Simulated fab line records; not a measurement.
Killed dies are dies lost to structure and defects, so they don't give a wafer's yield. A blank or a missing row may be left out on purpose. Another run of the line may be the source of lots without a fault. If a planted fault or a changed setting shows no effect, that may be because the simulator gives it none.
fab line records | flow n5_finfet | part 1 of 2: steps 1 to 7 of 8
[record] lots = 12 | wafers = 36 | last_day = 19
route steps=1938 shown BEOL_M5@1154 BEOL_M15@1830
lots that met no fault: taken from a fault-free run of the same line
start_h: start of the lot's first displayed wafer, in hours after the record's first day | wait_h: time in hours since the lot's previous step | " the same as in the row above | L1.1+2: a single row standing in for several wafers | - value missing, or start not given | * or withheld: withheld | < > ~ a bound
route shown NAME@n: a module of which the file shows steps, and the number in the route of the first | usual: average and standard deviation across the fault-free wafers | same: alike in all rows | chamber/n: place in a boat | sites: the reading at each site | _std_site: their standard deviation | _edge_site: mean of outer sites minus mean of inner sites | radius_mm: how far each site lies from the wafer's centre | mask NAME#n: copy n | behind: the tool/chamber that last shaped the wafer | hold: why the lot was held/for how many hours/how that ended | device: which transistor (n, p or np) failed to switch | end of line: at the end of the route, the tests of the same wafers | where a step has no rows: the recipe by itself | killed: dies lost to structure and defects at the first sort, not the wafer's yield | map: a wafer's dies, marking killed ones x, the rest . and places with no die _
set.NAME: the setting the step ran with; set.NAME@STEP: the setting that earlier step ran with | model.NAME: the simulator's own value behind a step, which no gauge read
the route's steps for a sample of lots (tables are steps, rows are wafers)
services: when a tool's chamber went out of use (start_h, in hours from the record's first day, below 0 if earlier), for how many hours, and the reason
[[steps]]
[step N5_BEOL_M5_ETCH_68]
[recipe] chemistry = N2/H2 | target = SOC | target_depth_a = 800 | overetch_a = 160 | mask_material = SiARC | temp_c = 40 | time_s = 120 | ion_energy_ev = 200 | pressure_mtorr = 30 | source_w = 840 | bias_w = 150 | n2_flow_sccm = 200 | h2_flow_sccm = 200
[usual] drypump_motor_current_A = 5.4/0.38 | h2_flow_sccm = 200.1/0.6 | n2_flow_sccm = 200.0/0.59 | oes_product_au = 0.60/0.073 | rf_vpp_V = 523.0/2.8 | showerhead_plenum_p_Torr = 2.51/0.1 | throttle_valve_pct = 17.84/0.24
lot.wafer | tool        | chamber | start_h | wait_h | drypump_motor_current_A | h2_flow_sccm | n2_flow_sccm | oes_product_au | rf_hours_counter_h | rf_vpp_V | showerhead_plenum_p_Torr | throttle_valve_pct
L886.1    | rie_diel-06 | 3       | 196.39  | 0.0    | 5.3                     | 200.1        | 199.8        | 0.56           | 178                | 519.7    | 2.43                     | 18.10
L886.4    | "           | 0       | "       | "      | 4.9                     | 200.1        | 200.4        | 0.67           | -                  | 522.1    | 2.49                     | 17.57
L886.6    | "           | 1       | "       | "      | 5.6                     | 200.5        | 199.7        | 0.56           | -                  | 520.7    | 2.40                     | 17.64
L887.1    | rie_diel-02 | 1       | 202.38  | 0.0    | 6.0                     | 200.5        | 199.6        | 0.56           | 190                | 519.9    | 2.43                     | 17.63
L887.2    | "           | 2       | "       | "      | 5.5                     | 198.8        | 199.6        | 0.54           | 240                | 523.4    | 2.51                     | 17.77
L887.6    | "           | 1       | "       | "      | 6.1                     | 198.6        | 200.2        | 0.55           | -                  | 520.9    | 2.43                     | 17.63
L890.2    | rie_diel-04 | 0       | 246.12  | 0.0    | 5.8                     | 200.2        | 201.5        | 0.69           | 32                 | 523.5    | 2.50                     | 17.57
L890.3    | "           | 1       | "       | "      | 6.2                     | 199.0        | 199.5        | 0.53           | 246                | 519.1    | 2.40                     | 18.14
L890.6    | "           | 3       | "       | "      | 5.7                     | 200.6        | 200.8        | 0.52           | -                  | 523.0    | 2.50                     | 18.09
L889.4    | rie_diel-06 | 0       | 249.54  | 0.0    | 4.9                     | 201.5        | 200.3        | 0.65           | 42                 | 521.7    | 2.49                     | 17.56
L889.5    | "           | 0       | "       | "      | 4.9                     | 200.4        | 200.9        | 0.66           | -                  | 521.3    | 2.49                     | 17.54
L889.6    | "           | 3       | "       | "      | 5.3                     | 200.4        | 199.1        | 0.56           | -                  | 520.3    | 2.42                     | 18.14
L892.2    | rie_diel-06 | 2       | 269.00  | 0.0    | 5.2                     | 200.2        | 200.9        | 0.54           | 230                | 525.8    | 2.63                     | 17.99
L892.4    | "           | 0       | "       | "      | 4.9                     | 200.0        | 199.6        | 0.64           | 47                 | 520.3    | 2.48                     | 17.58
L892.5    | "           | 0       | "       | "      | 4.9                     | 200.3        | 199.3        | 0.65           | -                  | 520.9    | 2.48                     | 17.59
L893.1    | rie_diel-06 | 3       | 275.43  | 0.0    | 5.4                     | 200.5        | 200.4        | 0.55           | 195                | 519.2    | 2.42                     | 18.12
L893.2    | "           | 1       | "       | "      | 5.6                     | 200.1        | 199.4        | 0.55           | 223                | 520.0    | 2.40                     | 17.65
L893.6    | "           | 1       | "       | "      | 5.7                     | 200.3        | 199.9        | 0.55           | -                  | 520.7    | 2.40                     | 17.66
L896.1    | rie_diel-06 | 2       | 298.87  | 0.0    | 5.2                     | 200.2        | 200.5        | 0.53           | 240                | 525.8    | 2.62                     | 18.01
L896.3    | "           | 3       | "       | "      | 5.4                     | 199.7        | 200.5        | 0.55           | 202                | 520.7    | 2.42                     | 18.13
L896.4    | "           | 1       | "       | "      | 5.7                     | 199.8        | 200.4        | 0.54           | 230                | 520.7    | 2.39                     | 17.66
L899.1    | rie_diel-06 | 0       | 302.73  | 0.0    | 4.9                     | 199.7        | 200.6        | 0.63           | 58                 | 522.2    | 2.48                     | 17.59
L899.2    | "           | 3       | "       | "      | 5.3                     | 199.7        | 199.4        | 0.55           | 204                | 521.3    | 2.42                     | 18.14
L899.5    | "           | 3       | "       | "      | 5.4                     | 199.4        | 199.6        | 0.55           | -                  | 520.2    | 2.42                     | 18.14
L906.1    | rie_diel-02 | 3       | 346.53  | 0.0    | 5.7                     | 200.0        | 201.0        | 0.54           | 245                | 523.2    | 2.50                     | 18.18
L906.3    | "           | 2       | "       | "      | 5.5                     | 199.8        | 198.6        | 0.76           | 2                  | 523.1    | 2.50                     | 17.40
L906.4    | "           | 0       | "       | "      | 5.4                     | 201.1        | 199.5        | 0.69           | 23                 | 524.2    | 2.58                     | 17.63
L907.2    | rie_diel-04 | 1       | 346.83  | 0.0    | 6.3                     | 201.0        | 199.7        | 0.68           | 23                 | 530.0    | 2.71                     | 17.75
L907.5    | "           | 1       | "       | "      | 6.3                     | 200.9        | 200.8        | 0.69           | -                  | 529.2    | 2.71                     | 17.75
L907.6    | "           | 0       | "       | "      | 5.8                     | 200.0        | 200.2        | 0.66           | -                  | 523.4    | 2.48                     | 17.61
L908.2    | rie_diel-04 | 1       | 353.90  | 0.0    | 6.2                     | 200.7        | 199.1        | 0.68           | 25                 | 527.6    | 2.71                     | 17.76
L908.5    | "           | 2       | "       | "      | 5.2                     | 199.3        | 199.9        | 0.54           | -                  | 527.0    | 2.64                     | 18.15
L908.6    | "           | 1       | "       | "      | 6.2                     | 200.2        | 199.3        | 0.68           | -                  | 528.1    | 2.71                     | 17.74
L909.1    | rie_diel-04 | 0       | 355.56  | 0.0    | 5.8                     | 199.9        | 200.1        | 0.65           | 71                 | 523.0    | 2.48                     | 17.62
L909.5    | "           | 1       | "       | "      | 6.2                     | 200.3        | 200.1        | 0.68           | -                  | 529.1    | 2.71                     | 17.74
L909.6    | "           | 2       | "       | "      | 5.2                     | 199.3        | 200.7        | 0.54           | -                  | 525.8    | 2.64                     | 18.14
[step N5_BEOL_M5_VIA_ETCH_34]
[recipe] chemistry = C4F6/O2 | target = SiCOH_lowk | target_depth_a = 883 | mask_material = SOC | taper_deg = 4 | time_s = 39.2 | ion_energy_ev = 250 | pressure_mtorr = 30 | source_w = 345 | bias_w = 185 | Ar_flow_sccm = 300 | C4F6_flow_sccm = 10 | O2_flow_sccm = 10
[usual] drypump_motor_current_A = 5.4/0.38 | oes_product_au = 0.78/0.099 | rf_vpp_V = 669/12 | showerhead_plenum_p_Torr = 2.82/0.11 | throttle_valve_pct = 20.90/0.24
lot.wafer | tool        | chamber | start_h | wait_h | drypump_motor_current_A | oes_product_au | rf_hours_counter_h | rf_vpp_V | showerhead_plenum_p_Torr | throttle_valve_pct
L886.1    | rie_diel-06 | 3       | 196.49  | 0.0    | 5.4                     | 0.74           | 178                | 672      | 2.73                     | 21.24
L886.4    | "           | 0       | "       | "      | 4.9                     | 0.87           | -                  | 680      | 2.79                     | 20.62
L886.6    | "           | 1       | "       | "      | 5.7                     | 0.73           | -                  | 668      | 2.74                     | 20.93
L887.1    | rie_diel-02 | 1       | 202.48  | 0.0    | 6.0                     | 0.70           | 190                | 667      | 2.71                     | 20.54
L887.2    | "           | 2       | "       | "      | 5.5                     | 0.70           | 240                | 693      | 2.81                     | 20.83
L887.6    | "           | 1       | "       | "      | 6.0                     | 0.71           | -                  | 664      | 2.71                     | 20.57
L890.2    | rie_diel-04 | 0       | 246.22  | 0.0    | 5.8                     | 0.91           | 32                 | 646      | 2.80                     | 20.67
L890.3    | "           | 1       | "       | "      | 6.3                     | 0.68           | 246                | 649      | 2.72                     | 21.17
L890.6    | "           | 3       | "       | "      | 5.7                     | 0.68           | -                  | 652      | 2.78                     | 20.96
L889.4    | rie_diel-06 | 0       | 249.64  | 0.0    | 4.9                     | 0.86           | 42                 | 678      | 2.78                     | 20.64
L889.5    | "           | 0       | "       | "      | 4.9                     | 0.84           | -                  | 680      | 2.78                     | 20.63
L889.6    | "           | 3       | "       | "      | 5.3                     | 0.72           | -                  | 672      | 2.72                     | 21.26
L892.2    | rie_diel-06 | 2       | 269.10  | 0.0    | 5.2                     | 0.70           | 230                | 678      | 2.93                     | 20.95
L892.4    | "           | 0       | "       | "      | 4.9                     | 0.83           | 47                 | 679      | 2.78                     | 20.64
L892.5    | "           | 0       | "       | "      | 4.9                     | 0.84           | -                  | 681      | 2.78                     | 20.65
L893.1    | rie_diel-06 | 3       | 275.53  | 0.0    | 5.4                     | 0.72           | 195                | 671      | 2.72                     | 21.26
L893.2    | "           | 1       | "       | "      | 5.6                     | 0.72           | 223                | 669      | 2.73                     | 20.95
L893.6    | "           | 1       | "       | "      | 5.6                     | 0.72           | -                  | 667      | 2.73                     | 20.94
L896.1    | rie_diel-06 | 2       | 298.97  | 0.0    | 5.2                     | 0.69           | 240                | 677      | 2.92                     | 20.95
L896.3    | "           | 3       | "       | "      | 5.3                     | 0.71           | 202                | 671      | 2.72                     | 21.27
L896.4    | "           | 1       | "       | "      | 5.7                     | 0.72           | 230                | 667      | 2.73                     | 20.97
L899.1    | rie_diel-06 | 0       | 302.83  | 0.0    | 4.9                     | 0.81           | 58                 | 678      | 2.77                     | 20.66
L899.2    | "           | 3       | "       | "      | 5.4                     | 0.71           | 204                | 672      | 2.72                     | 21.28
L899.5    | "           | 3       | "       | "      | 5.3                     | 0.70           | -                  | 671      | 2.72                     | 21.29
L906.1    | rie_diel-02 | 3       | 346.63  | 0.0    | 5.7                     | 0.69           | 245                | 644      | 2.78                     | 21.06
L906.3    | "           | 2       | "       | "      | 5.5                     | 0.99           | 2                  | 691      | 2.81                     | 20.53
L906.4    | "           | 0       | "       | "      | 5.4                     | 0.92           | 24                 | 674      | 2.90                     | 20.74
L907.2    | rie_diel-04 | 1       | 346.93  | 0.0    | 6.3                     | 0.91           | 23                 | 660      | 3.05                     | 20.84
L907.5    | "           | 1       | "       | "      | 6.3                     | 0.90           | -                  | 660      | 3.05                     | 20.84
L907.6    | "           | 0       | "       | "      | 5.8                     | 0.85           | -                  | 646      | 2.78                     | 20.71
L908.2    | rie_diel-04 | 1       | 354.00  | 0.0    | 6.2                     | 0.91           | 25                 | 660      | 3.04                     | 20.84
L908.5    | "           | 2       | "       | "      | 5.2                     | 0.69           | -                  | 678      | 2.95                     | 21.11
L908.6    | "           | 1       | "       | "      | 6.2                     | 0.92           | -                  | 660      | 3.04                     | 20.84
L909.1    | rie_diel-04 | 0       | 355.66  | 0.0    | 5.8                     | 0.85           | 71                 | 644      | 2.78                     | 20.71
L909.5    | "           | 1       | "       | "      | 6.2                     | 0.91           | -                  | 659      | 3.04                     | 20.85
L909.6    | "           | 2       | "       | "      | 5.2                     | 0.69           | -                  | 680      | 2.95                     | 21.11
[step N5_BEOL_M5_TRENCH_ETCH_37]
[recipe] chemistry = C4F6/O2 | target_depth_a = 716.52 | target = SiCOH_lowk | time_s = 24.7 | ion_energy_ev = 250 | pressure_mtorr = 30 | source_w = 345 | bias_w = 185 | Ar_flow_sccm = 300 | C4F6_flow_sccm = 10 | O2_flow_sccm = 10
[usual] drypump_motor_current_A = 5.4/0.38 | oes_product_au = 0.78/0.1 | rf_vpp_V = 669/12 | showerhead_plenum_p_Torr = 2.82/0.11 | throttle_valve_pct = 20.94/0.24
lot.wafer | tool        | chamber | start_h | wait_h | drypump_motor_current_A | oes_product_au | rf_hours_counter_h | rf_vpp_V | showerhead_plenum_p_Torr | throttle_valve_pct
L886.1    | rie_diel-06 | 3       | 196.58  | -      | 5.3                     | 0.73           | 178                | 672      | 2.73                     | 21.29
L886.4    | "           | 0       | "       | "      | 4.9                     | 0.87           | -                  | 680      | 2.79                     | 20.65
L886.6    | "           | 1       | "       | "      | 5.7                     | 0.73           | -                  | 668      | 2.74                     | 20.97
L887.1    | rie_diel-02 | 1       | 202.57  | -      | 6.1                     | 0.70           | 190                | 665      | 2.71                     | 20.59
L887.2    | "           | 2       | "       | "      | 5.5                     | 0.70           | 240                | 692      | 2.81                     | 20.89
L887.6    | "           | 1       | "       | "      | 6.1                     | 0.70           | -                  | 663      | 2.71                     | 20.61
L890.2    | rie_diel-04 | 0       | 246.31  | -      | 5.8                     | 0.91           | 32                 | 644      | 2.80                     | 20.68
L890.3    | "           | 1       | "       | "      | 6.3                     | 0.68           | 246                | 650      | 2.72                     | 21.23
L890.6    | "           | 3       | "       | "      | 5.7                     | 0.67           | -                  | 651      | 2.78                     | 20.98
L889.4    | rie_diel-06 | 0       | 249.72  | -      | 4.9                     | 0.85           | 42                 | 679      | 2.78                     | 20.69
L889.5    | "           | 0       | "       | "      | 4.9                     | 0.84           | -                  | 679      | 2.78                     | 20.67
L889.6    | "           | 3       | "       | "      | 5.3                     | 0.72           | -                  | 670      | 2.72                     | 21.29
L892.2    | rie_diel-06 | 2       | 269.19  | -      | 5.2                     | 0.70           | 230                | 677      | 2.93                     | 20.97
L892.4    | "           | 0       | "       | "      | 4.9                     | 0.84           | 47                 | 680      | 2.78                     | 20.66
L892.5    | "           | 0       | "       | "      | 4.9                     | 0.84           | -                  | 679      | 2.78                     | 20.68
L893.1    | rie_diel-06 | 3       | 275.61  | -      | 5.4                     | 0.72           | 195                | 671      | 2.72                     | 21.32
L893.2    | "           | 1       | "       | "      | 5.7                     | 0.72           | 223                | 667      | 2.73                     | 20.98
L893.6    | "           | 1       | "       | "      | 5.6                     | 0.73           | -                  | 667      | 2.73                     | 20.98
L896.1    | rie_diel-06 | 2       | 299.05  | -      | 5.2                     | 0.69           | 240                | 679      | 2.92                     | 21.01
L896.3    | "           | 3       | "       | "      | 5.4                     | 0.58           | 202                | 671      | 2.72                     | 21.25
L896.4    | "           | 1       | "       | "      | 5.7                     | 0.72           | 230                | 667      | 2.73                     | 20.99
L899.1    | rie_diel-06 | 0       | 302.92  | -      | 4.9                     | 0.82           | 58                 | 679      | 2.77                     | 20.67
L899.2    | "           | 3       | "       | "      | 5.3                     | 0.58           | 204                | 670      | 2.72                     | 21.27
L899.5    | "           | 3       | "       | "      | 5.4                     | 0.71           | -                  | 672      | 2.72                     | 21.34
L906.1    | rie_diel-02 | 3       | 346.72  | -      | 5.7                     | 0.69           | 245                | 643      | 2.78                     | 21.09
L906.3    | "           | 2       | "       | "      | 5.5                     | 1.01           | 2                  | 689      | 2.81                     | 20.55
L906.4    | "           | 0       | "       | "      | 5.4                     | 0.91           | 24                 | 673      | 2.90                     | 20.77
L907.2    | rie_diel-04 | 1       | 347.02  | -      | 6.3                     | 0.90           | 23                 | 661      | 3.04                     | 20.89
L907.5    | "           | 1       | "       | "      | 6.3                     | 0.91           | -                  | 659      | 3.04                     | 20.89
L907.6    | "           | 0       | "       | "      | 5.8                     | 0.85           | -                  | 645      | 2.78                     | 20.75
L908.2    | rie_diel-04 | 1       | 354.09  | -      | 6.3                     | 0.90           | 25                 | 661      | 3.04                     | 20.89
L908.5    | "           | 2       | "       | "      | 5.3                     | 0.69           | -                  | 678      | 2.95                     | 21.16
L908.6    | "           | 1       | "       | "      | 6.2                     | 0.91           | -                  | 659      | 3.04                     | 20.88
L909.1    | rie_diel-04 | 0       | 355.75  | -      | 5.8                     | 0.84           | 71                 | 646      | 2.78                     | 20.74
L909.5    | "           | 1       | "       | "      | 6.3                     | 0.91           | -                  | 661      | 3.04                     | 20.88
L909.6    | "           | 2       | "       | "      | 5.3                     | 0.69           | -                  | 678      | 2.95                     | 21.17
[step N5_BEOL_M5_OCD_MEAS_38]
[usual] trench_depth_nm = 71.3/1.5
lot.wafer | tool   | chamber | start_h | wait_h | trench_depth_nm
L886.1    | ocd-01 | -       | 196.73  | -      | 72.2
L886.4    | "      | -       | "       | "      | 70.8
L886.6    | "      | -       | "       | "      | 72.1
L887.1    | ocd-01 | -       | 202.72  | -      | 69.3
L887.2    | "      | -       | "       | "      | 70.8
L887.6    | "      | -       | "       | "      | 69.2
L890.2    | ocd-01 | -       | 246.46  | -      | 73.0
L890.3    | "      | -       | "       | "      | 71.8
L890.6    | "      | -       | "       | "      | 72.1
L889.4    | ocd-01 | -       | 249.88  | -      | 70.6
L889.5    | "      | -       | "       | "      | 70.0
L889.6    | "      | -       | "       | "      | 71.7
L892.2    | ocd-02 | -       | 269.34  | -      | 70.9
L892.4    | "      | -       | "       | "      | 69.6
L892.5    | "      | -       | "       | "      | 70.3
L893.1    | ocd-01 | -       | 275.77  | -      | 71.0
L893.2    | "      | -       | "       | "      | 72.8
L893.6    | "      | -       | "       | "      | 73.2
L896.1    | ocd-01 | -       | 299.20  | -      | 71.3
L896.3    | "      | -       | "       | "      | 48.9
L896.4    | "      | -       | "       | "      | 73.2
L899.1    | ocd-02 | -       | 303.07  | -      | 70.7
L899.2    | "      | -       | "       | "      | 48.5
L899.5    | "      | -       | "       | "      | 71.1
L906.1    | ocd-01 | -       | 346.87  | -      | 70.2
L906.3    | "      | -       | "       | "      | 72.7
L906.4    | "      | -       | "       | "      | 72.7
L907.2    | ocd-02 | -       | 347.17  | -      | 73.0
L907.5    | "      | -       | "       | "      | 73.8
L907.6    | "      | -       | "       | "      | 71.7
L908.2    | ocd-01 | -       | 354.24  | -      | 74.1
L908.5    | "      | -       | "       | "      | 68.7
L908.6    | "      | -       | "       | "      | 73.8
L909.1    | ocd-02 | -       | 355.90  | -      | 71.8
L909.5    | "      | -       | "       | "      | 73.5
L909.6    | "      | -       | "       | "      | 68.7
[step N5_BEOL_M5_CURE_80]
[recipe] temp_c = 370 | time_s = 120 | ambient = DMADMS/He | material = SiCOH_lowk
[usual] lamp_power_pct = 52.32/0.053 | wafer_temp_C_max = 371.5/0.47
lot.wafer | tool       | chamber | start_h | wait_h | lamp_power_pct | wafer_temp_C_max
L886.1    | uv_cure-02 | 0       | 196.93  | 0.0    | 52.41          | 371.3
L886.4    | "          | 0       | "       | "      | 52.38          | 371.5
L886.6    | "          | 0       | "       | "      | 52.37          | 371.2
L887.1    | uv_cure-02 | 1       | 202.92  | 0.0    | 52.26          | 371.3
L887.2    | "          | 1       | "       | "      | 52.33          | 370.9
L887.6    | "          | 1       | "       | "      | 52.30          | 370.9
L890.2    | uv_cure-01 | 1       | 246.71  | 0.1    | 52.34          | 371.6
L890.3    | "          | 1       | "       | "      | 52.31          | 371.1
L890.6    | "          | 1       | "       | "      | 52.32          | 370.9
L889.4    | uv_cure-01 | 1       | 250.22  | 0.2    | 52.26          | 371.1
L889.5    | "          | 1       | "       | "      | 52.35          | 371.1
L889.6    | "          | 1       | "       | "      | 52.37          | 371.3
L892.2    | uv_cure-01 | 0       | 269.59  | 0.1    | 52.32          | 371.5
L892.4    | "          | 0       | "       | "      | 52.21          | 371.7
L892.5    | "          | 0       | "       | "      | 52.27          | 371.6
L893.1    | uv_cure-03 | 1       | 275.96  | 0.0    | 52.34          | 371.9
L893.2    | "          | 1       | "       | "      | 52.35          | 371.7
L893.6    | "          | 1       | "       | "      | 52.21          | 372.0
L896.1    | uv_cure-02 | 1       | 299.41  | 0.0    | 52.27          | 371.4
L896.3    | "          | 1       | "       | "      | 52.32          | 371.3
L896.4    | "          | 1       | "       | "      | 52.38          | 371.5
L899.1    | uv_cure-01 | 1       | 303.28  | 0.0    | 52.43          | 370.9
L899.2    | "          | 1       | "       | "      | 52.30          | 371.1
L899.5    | "          | 1       | "       | "      | 52.35          | 370.9
L906.1    | uv_cure-03 | 2       | 347.07  | 0.0    | 52.29          | 370.9
L906.3    | "          | 2       | "       | "      | 52.37          | 371.5
L906.4    | "          | 2       | "       | "      | 52.37          | 370.9
L907.2    | uv_cure-01 | 2       | 347.41  | 0.1    | 52.18          | 371.3
L907.5    | "          | 2       | "       | "      | 52.23          | 371.2
L907.6    | "          | 2       | "       | "      | 52.22          | 371.4
L908.2    | uv_cure-03 | 2       | 354.54  | 0.1    | 52.34          | 370.9
L908.5    | "          | 2       | "       | "      | 52.30          | 371.6
L908.6    | "          | 2       | "       | "      | 52.32          | 371.3
L909.1    | uv_cure-02 | 1       | 356.09  | 0.0    | 52.34          | 371.4
L909.5    | "          | 1       | "       | "      | 52.33          | 371.3
L909.6    | "          | 1       | "       | "      | 52.33          | 371.1
[step N5_BEOL_M5_THK_MEAS_53]
[recipe] thk_meas_gauge = xrf | reads = Cu_of_BEOL_M5_ECD_50
[usual] M5_THK = 62.4/2.1
lot.wafer | tool          | chamber | start_h | wait_h | M5_THK[nm]
L886.1    | film_metro-01 | -       | 204.86  | -      | 63.2
L886.4    | "             | -       | "       | "      | 60.4
L886.6    | "             | -       | "       | "      | 63.7
L887.1    | film_metro-02 | -       | 209.01  | -      | 59.2
L887.2    | "             | -       | "       | "      | 62.7
L887.6    | "             | -       | "       | "      | 60.4
L890.2    | film_metro-01 | -       | 254.34  | -      | 64.1
L890.3    | "             | -       | "       | "      | 60.7
L890.6    | "             | -       | "       | "      | 61.3
L889.4    | film_metro-01 | -       | 256.52  | -      | 62.4
L889.5    | "             | -       | "       | "      | 60.0
L889.6    | "             | -       | "       | "      | 61.3
L892.2    | film_metro-02 | -       | 276.47  | -      | 61.9
L892.4    | "             | -       | "       | "      | 63.4
L892.5    | "             | -       | "       | "      | 62.5
L893.1    | film_metro-02 | -       | 283.21  | -      | 62.3
L893.2    | "             | -       | "       | "      | 65.7
L893.6    | "             | -       | "       | "      | 65.6
L896.1    | film_metro-02 | -       | 306.33  | -      | 63.9
L896.3    | "             | -       | "       | "      | 38.6
L896.4    | "             | -       | "       | "      | 64.5
L899.1    | film_metro-02 | -       | 310.93  | -      | 61.7
L899.2    | "             | -       | "       | "      | 40.4
L899.5    | "             | -       | "       | "      | 63.3
L906.1    | film_metro-02 | -       | 353.66  | -      | 59.8
L906.3    | "             | -       | "       | "      | 63.9
L906.4    | "             | -       | "       | "      | 62.7
L907.2    | film_metro-02 | -       | 358.12  | -      | 61.5
L907.5    | "             | -       | "       | "      | 63.1
L907.6    | "             | -       | "       | "      | 60.4
L908.2    | film_metro-01 | -       | 361.78  | -      | 66.2
L908.5    | "             | -       | "       | "      | 59.2
L908.6    | "             | -       | "       | "      | 63.8
L909.1    | film_metro-01 | -       | 362.84  | -      | 65.0
L909.5    | "             | -       | "       | "      | 67.8
L909.6    | "             | -       | "       | "      | 60.6
[step N5_BEOL_M5_RS_MEAS_57]
[recipe] thk_meas_gauge = four-point-probe | reads = Co_of_BEOL_M5_CO_CAP_78+Cu_of_BEOL_M5_ECD_50+Co_of_BEOL_M5_CVD_47+TaN_of_BEOL_M5_ALD_86
[usual] M5_RS = 0.391/0.016
lot.wafer | tool          | chamber | start_h | wait_h | M5_RS[ohm/sq]
L886.1    | film_metro-02 | -       | 205.12  | 0.0    | 0.381
L886.4    | "             | -       | "       | "      | 0.404
L886.6    | "             | -       | "       | "      | 0.378
L887.1    | film_metro-02 | -       | 209.27  | 0.0    | 0.413
L887.2    | "             | -       | "       | "      | 0.387
L887.6    | "             | -       | "       | "      | 0.405
L890.2    | film_metro-02 | -       | 254.60  | 0.1    | 0.376
L890.3    | "             | -       | "       | "      | 0.399
L890.6    | "             | -       | "       | "      | 0.399
L889.4    | film_metro-01 | -       | 256.87  | 0.0    | 0.390
L889.5    | "             | -       | "       | "      | 0.411
L889.6    | "             | -       | "       | "      | 0.399
L892.2    | film_metro-02 | -       | 276.76  | 0.1    | 0.397
L892.4    | "             | -       | "       | "      | 0.384
L892.5    | "             | -       | "       | "      | 0.391
L893.1    | film_metro-02 | -       | 283.47  | 0.0    | 0.391
L893.2    | "             | -       | "       | "      | 0.367
L893.6    | "             | -       | "       | "      | 0.367
L896.1    | film_metro-02 | -       | 306.59  | 0.0    | 0.382
L896.3    | "             | -       | "       | "      | 0.717
L896.4    | "             | -       | "       | "      | 0.375
L899.1    | film_metro-02 | -       | 311.38  | 0.0    | 0.397
L899.2    | "             | -       | "       | "      | 0.682
L899.5    | "             | -       | "       | "      | 0.385
L906.1    | film_metro-01 | -       | 353.98  | 0.0    | 0.415
L906.3    | "             | -       | "       | "      | 0.381
L906.4    | "             | -       | "       | "      | 0.388
L907.2    | film_metro-02 | -       | 358.41  | 0.1    | 0.397
L907.5    | "             | -       | "       | "      | 0.386
L907.6    | "             | -       | "       | "      | 0.407
L908.2    | film_metro-02 | -       | 362.04  | 0.1    | 0.360
L908.5    | "             | -       | "       | "      | 0.413
L908.6    | "             | -       | "       | "      | 0.379
L909.1    | film_metro-01 | -       | 363.10  | 0.0    | 0.369
L909.5    | "             | -       | "       | "      | 0.349
L909.6    | "             | -       | "       | "      | 0.402
[[key]]
[first_sign] step = N5_BEOL_M5_OCD_MEAS_38 | reading = trench_depth_nm | direction = down | sigmas = 16 | usual = 71.3 | struck = 48.7
[effect] step = N5_BEOL_M5_THK_MEAS_53 | reading = M5_THK | direction = down | sigmas = 11 | usual = 62.4 | struck = 39.5
[effect] step = N5_BEOL_M5_RS_MEAS_57 | reading = M5_RS | direction = up | sigmas = 20 | usual = 0.391 | struck = 0.700
[effect] step = N5_BEOL_M15_RC_MEAS_101 | reading = SERP_M5 | direction = up | sigmas = 14 | usual = 39.3 | struck = 67.2
met_at N5_BEOL_M5_TRENCH_ETCH_37
struck_lots L896,L899
struck_wafers L896.3,L899.2
sort_left_out L896.3,L899.2
not_acting_at N5_BEOL_M5_ETCH_68,N5_BEOL_M5_VIA_ETCH_34,N5_BEOL_M5_CURE_80
onset_between 275.61 299.05
[fault] kind = process_parameter_drift | tool = rie_diel-06 | chamber = - | onset_h = 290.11 | steps = N5_BEOL_M5_TRENCH_ETCH_37 | channel = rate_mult | offset = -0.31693 | shape = step | end_h = 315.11 | scope = struck_wafers_only
// sort_left_out: the simulated sort isn't trusted on such a fault, so these wafers' sort isn't shown, and their yield isn't known
